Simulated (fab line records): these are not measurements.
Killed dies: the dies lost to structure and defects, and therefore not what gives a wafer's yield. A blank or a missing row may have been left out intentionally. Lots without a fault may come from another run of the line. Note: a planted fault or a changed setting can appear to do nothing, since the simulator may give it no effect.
A sampling plan put to the test    flow nand_harc    one fab line, 27 faults that these records tell of, each judged on the records of the lots that it struck
Plan = the line's own looks (route steps where a gauge or an inspection reads the wafer without altering it). A look can be judged if struck wafers have a number there and the file gives its usual mean and standard deviation on fault-free wafers. Caught: at a look after the fault's first step, the mean of the struck wafers lies 4 or more of those standard deviations (sigma) from the usual mean. On the tool: the same test on the tool's own readings at the fault's steps. If the struck wafers alone have a blank record, or they carry another recipe, that too counts as caught.

THE FAULTS, as the simulator had put them in
1. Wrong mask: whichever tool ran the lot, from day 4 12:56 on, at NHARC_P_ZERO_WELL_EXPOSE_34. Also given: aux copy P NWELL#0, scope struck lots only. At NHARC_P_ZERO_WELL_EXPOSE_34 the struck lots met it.
2. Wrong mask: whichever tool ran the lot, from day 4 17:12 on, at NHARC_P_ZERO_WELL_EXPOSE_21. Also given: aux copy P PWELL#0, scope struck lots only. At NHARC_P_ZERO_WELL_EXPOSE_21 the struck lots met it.
3. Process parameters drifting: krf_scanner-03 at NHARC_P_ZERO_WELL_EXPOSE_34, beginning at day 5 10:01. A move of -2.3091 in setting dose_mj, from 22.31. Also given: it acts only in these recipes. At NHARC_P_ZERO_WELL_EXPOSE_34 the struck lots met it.
4. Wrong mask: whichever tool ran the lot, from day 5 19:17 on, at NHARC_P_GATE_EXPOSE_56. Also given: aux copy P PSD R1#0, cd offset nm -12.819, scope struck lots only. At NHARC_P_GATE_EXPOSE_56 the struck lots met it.
5. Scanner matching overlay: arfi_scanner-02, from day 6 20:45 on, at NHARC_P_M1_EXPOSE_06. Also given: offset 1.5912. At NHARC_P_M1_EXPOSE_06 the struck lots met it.
6. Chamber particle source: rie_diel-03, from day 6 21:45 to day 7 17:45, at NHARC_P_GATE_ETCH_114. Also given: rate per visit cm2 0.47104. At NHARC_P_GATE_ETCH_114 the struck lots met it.
7. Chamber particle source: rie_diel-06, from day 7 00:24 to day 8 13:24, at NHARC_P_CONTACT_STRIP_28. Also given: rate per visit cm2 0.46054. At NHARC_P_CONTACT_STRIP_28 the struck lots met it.
8. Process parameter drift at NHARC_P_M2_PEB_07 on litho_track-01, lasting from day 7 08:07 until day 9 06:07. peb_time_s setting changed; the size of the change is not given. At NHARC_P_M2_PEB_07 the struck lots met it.
9. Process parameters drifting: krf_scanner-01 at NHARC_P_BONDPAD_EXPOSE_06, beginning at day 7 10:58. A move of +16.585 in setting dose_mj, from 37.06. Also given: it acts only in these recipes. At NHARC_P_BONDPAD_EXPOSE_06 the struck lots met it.
10. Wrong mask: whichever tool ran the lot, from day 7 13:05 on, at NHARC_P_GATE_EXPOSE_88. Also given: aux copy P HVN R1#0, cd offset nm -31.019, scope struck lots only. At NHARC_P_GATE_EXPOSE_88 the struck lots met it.
11. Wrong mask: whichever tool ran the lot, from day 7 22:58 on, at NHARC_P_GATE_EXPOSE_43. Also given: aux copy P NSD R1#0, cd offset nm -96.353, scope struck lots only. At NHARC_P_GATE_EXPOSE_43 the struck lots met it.
12. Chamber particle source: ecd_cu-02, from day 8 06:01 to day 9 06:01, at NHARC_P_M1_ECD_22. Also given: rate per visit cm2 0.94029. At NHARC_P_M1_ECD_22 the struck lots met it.
13. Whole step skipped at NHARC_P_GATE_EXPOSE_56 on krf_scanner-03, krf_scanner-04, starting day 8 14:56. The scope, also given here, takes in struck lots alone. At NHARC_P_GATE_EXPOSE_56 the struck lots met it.
14. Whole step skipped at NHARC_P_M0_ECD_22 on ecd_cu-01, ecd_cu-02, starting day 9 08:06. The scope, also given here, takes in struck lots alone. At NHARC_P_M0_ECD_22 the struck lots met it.
15. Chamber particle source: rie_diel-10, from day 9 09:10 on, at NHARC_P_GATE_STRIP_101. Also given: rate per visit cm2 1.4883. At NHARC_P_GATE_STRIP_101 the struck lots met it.
16. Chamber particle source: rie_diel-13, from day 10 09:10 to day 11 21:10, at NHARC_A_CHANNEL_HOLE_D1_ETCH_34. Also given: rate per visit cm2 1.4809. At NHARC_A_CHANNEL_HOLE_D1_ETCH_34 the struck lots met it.
17. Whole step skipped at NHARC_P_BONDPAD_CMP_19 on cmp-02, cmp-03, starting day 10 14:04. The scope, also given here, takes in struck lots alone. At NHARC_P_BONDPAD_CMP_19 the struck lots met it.
18. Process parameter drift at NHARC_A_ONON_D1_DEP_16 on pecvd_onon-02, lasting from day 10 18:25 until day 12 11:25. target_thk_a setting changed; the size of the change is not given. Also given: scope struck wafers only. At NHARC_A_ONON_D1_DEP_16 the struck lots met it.
19. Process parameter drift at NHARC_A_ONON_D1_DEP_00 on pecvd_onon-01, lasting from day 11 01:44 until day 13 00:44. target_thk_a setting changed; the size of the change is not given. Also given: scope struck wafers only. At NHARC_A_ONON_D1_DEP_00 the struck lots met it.
20. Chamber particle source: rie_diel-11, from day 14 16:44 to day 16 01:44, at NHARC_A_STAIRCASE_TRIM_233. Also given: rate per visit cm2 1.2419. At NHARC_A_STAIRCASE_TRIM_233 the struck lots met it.
21. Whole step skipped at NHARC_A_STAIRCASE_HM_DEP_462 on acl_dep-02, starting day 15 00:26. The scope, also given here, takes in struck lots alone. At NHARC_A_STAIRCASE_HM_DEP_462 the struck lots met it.
22. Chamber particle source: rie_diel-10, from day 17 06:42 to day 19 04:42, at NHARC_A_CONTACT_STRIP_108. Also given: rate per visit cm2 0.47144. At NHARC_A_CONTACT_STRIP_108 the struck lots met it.
23. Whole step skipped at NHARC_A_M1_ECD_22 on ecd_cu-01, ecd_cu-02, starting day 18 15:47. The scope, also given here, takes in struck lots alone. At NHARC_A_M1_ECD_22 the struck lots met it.
24. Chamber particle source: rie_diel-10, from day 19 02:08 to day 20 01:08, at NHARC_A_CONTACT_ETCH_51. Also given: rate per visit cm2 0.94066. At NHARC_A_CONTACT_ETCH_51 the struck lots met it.
25. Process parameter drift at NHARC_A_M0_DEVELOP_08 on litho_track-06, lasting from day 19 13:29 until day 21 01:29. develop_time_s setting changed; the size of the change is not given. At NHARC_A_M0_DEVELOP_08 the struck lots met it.
26. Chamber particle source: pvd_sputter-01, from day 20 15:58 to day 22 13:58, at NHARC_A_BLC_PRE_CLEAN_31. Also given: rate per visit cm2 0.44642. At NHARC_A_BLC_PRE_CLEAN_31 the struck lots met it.
27. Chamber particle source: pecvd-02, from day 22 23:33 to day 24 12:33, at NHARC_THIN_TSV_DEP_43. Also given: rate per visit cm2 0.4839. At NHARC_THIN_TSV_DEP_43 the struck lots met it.

WHAT THE PLAN SAW
fault  on the tool itself                                first look that catches it                       reading, sigma                                   median hours from its first step to that look  hours from the fault's start to the first struck lot there  judged looks passed uncaught
1      no reading that can be judged                     not the one look that can be judged after it     -                                                -                                              -                                                           1
2      no reading that can be judged                     no look after it can be judged                   -                                                -                                              -                                                           0
3      exposure_dose_mJ_cm2 -99 or beyond sigma          NHARC_P_ZERO_WELL_CD_MEAS_37                     cd_nm -8.2                                       0.2                                            6                                                           0
4      no reading that can be judged                     NHARC_P_GATE_CD_MEAS_59                          cd_nm -5.2                                       0.2                                            1                                                           0
5      under 2 sigma                                     not the one look that can be judged after it     -                                                -                                              -                                                           1
6      under 2 sigma                                     NHARC_P_GATE_INSPECT_68                          raw_defect_count +4.3                            18.4                                           18                                                          0
7      under 2 sigma                                     NHARC_END_SORT_01                                killed_at_periphery +27                          338.8                                          346                                                         0
8      no reading that can be judged                     NHARC_P_M2_CD_MEAS_09                            cd_nm +10                                        0.1                                            1                                                           0
9      exposure_dose_mJ_cm2 +99 or beyond sigma          NHARC_P_BONDPAD_CD_MEAS_09                       cd_nm +4.0                                       0.2                                            15                                                          0
10     under 2 sigma                                     NHARC_P_GATE_CD_MEAS_91                          cd_nm -14                                        0.2                                            0                                                           0
11     under 2 sigma                                     NHARC_P_GATE_CD_MEAS_46                          cd_nm -35                                        0.2                                            12                                                          0
12     no reading that can be judged                     NHARC_END_SORT_01                                killed_at_periphery +99 or beyond                326.9                                          324                                                         1
13     no reading that can be judged                     NHARC_P_GATE_INSPECT_68                          raw_defect_count +11                             5.1                                            6                                                           0
14     the tool's record is blank for the struck wafers  NHARC_P_M0_THK_MEAS_24                           thk_nm -53                                       1.1                                            4                                                           0
15     under 2 sigma                                     NHARC_P_GATE_INSPECT_68                          raw_defect_count +9.1                            8.0                                            8                                                           0
16     under 2 sigma                                     NHARC_A_CHANNEL_HOLE_D1_INSPECT_40               raw_defect_count +59                             8.1                                            10                                                          0
17     the tool's record is blank for the struck wafers  NHARC_P_BONDPAD_THK_MEAS_20                      thk_nm +99 or beyond                             0.3                                            1                                                           0
18     under 2 sigma                                     NHARC_A_ONON_D1_THK_MEAS_18                      thk_nm -8.0                                      0.5                                            17                                                          0
19     no reading that can be judged                     NHARC_A_ONON_D1_THK_MEAS_02                      thk_nm -30                                       0.5                                            0                                                           0
20     under 2 sigma                                     NHARC_END_SORT_01                                killed_at_array +9.3                             195.7                                          184                                                         2
21     the tool's record is blank for the struck wafers  NHARC_END_SORT_01                                killed_at_array +77                              176.1                                          177                                                         0
22     no reading that can be judged                     NHARC_END_SORT_01                                killed_dies +7.7                                 71.9                                           77                                                          0
23     the tool's record is blank for the struck wafers  NHARC_A_M1_THK_MEAS_24                           thk_nm -83                                       1.0                                            12                                                          0
24     under 2 sigma                                     NHARC_END_SORT_01                                killed_at_array +6.9                             75.2                                           71                                                          0
25     no reading that can be judged                     none of the 2 looks that can be judged after it  strongest: cd_nm at NHARC_A_M0_CD_MEAS_09, -2.9  -                                              -                                                           2
26     under 2 sigma                                     NHARC_END_SORT_01                                killed_at_array +8.0                             49.3                                           49                                                          0
27     under 2 sigma                                     NHARC_END_SORT_01                                killed_at_other +65                              18.5                                           42                                                          0
Dash: fault not caught, or number not given in these records.

Caught at a look: 23 of 27. Caught on the tool: 6 of 27. By one or the other: 23 of 27.
Caught at a look alone: faults 4, 6, 7, 8, 10, 11, 12, 13, 15, 16, 18, 19, 20, 22, 24, 26, 27.
Caught by neither: faults 1, 2, 5, 25.

THINNER SAMPLING
Were the look that catches a fault to measure just every second or every third lot (counted by lot number), the first struck lot would, at worst, be measured this late:
fault  struck lots at that look, in order of time  every lot  every second lot  every third lot
3      L740, L741                                  6 h        12 h              may miss all 2
4      L232                                        1 h        may miss it       may miss it
6      L536, L535                                  18 h       19 h              may miss all 2
7      L849, L852                                  346 h      353 h             may miss all 2
8      L632, L634, L635                            1 h        14 h              may miss all 3
9      L106, L107, L110, L108                      15 h       16 h              29 h
10     L914                                        0 h        may miss it       may miss it
11     L227                                        12 h       may miss it       may miss it
12     L382, L381                                  324 h      331 h             may miss all 2
13     L296, L297, L300                            6 h        10 h              may miss all 3
14     L951, L948                                  4 h        5 h               may miss all 2
15     L939, L941, L942                            8 h        25 h              may miss all 3
16     L933, L935                                  10 h       may miss all 2    may miss all 2
17     L930, L932                                  1 h        may miss all 2    may miss all 2
18     L963                                        17 h       may miss it       may miss it
19     L878                                        0 h        may miss it       may miss it
20     L137, L139, L142                            184 h      221 h             may miss all 3
21     L436, L438                                  177 h      may miss all 2    may miss all 2
22     L902, L905                                  77 h       107 h             may miss all 2
23     L617, L616                                  12 h       15 h              may miss all 2
24     L275, L278                                  71 h       87 h              may miss all 2
26     L399, L401                                  49 h       may miss all 2    may miss all 2
27     L519, L517                                  42 h       may miss all 2    may miss all 2
Hours: fault start to first struck lot measured. 4 sigma limit: tested on the pooled struck wafers, so a lone lot may be under it. Other struck lots may not be in these records.

THE LONGEST TIMED WAY FROM STEP TO LOOK
Fault 7: a median of 338.8 hours passes between NHARC_P_CONTACT_STRIP_28 and NHARC_END_SORT_01. No look between them can be judged.
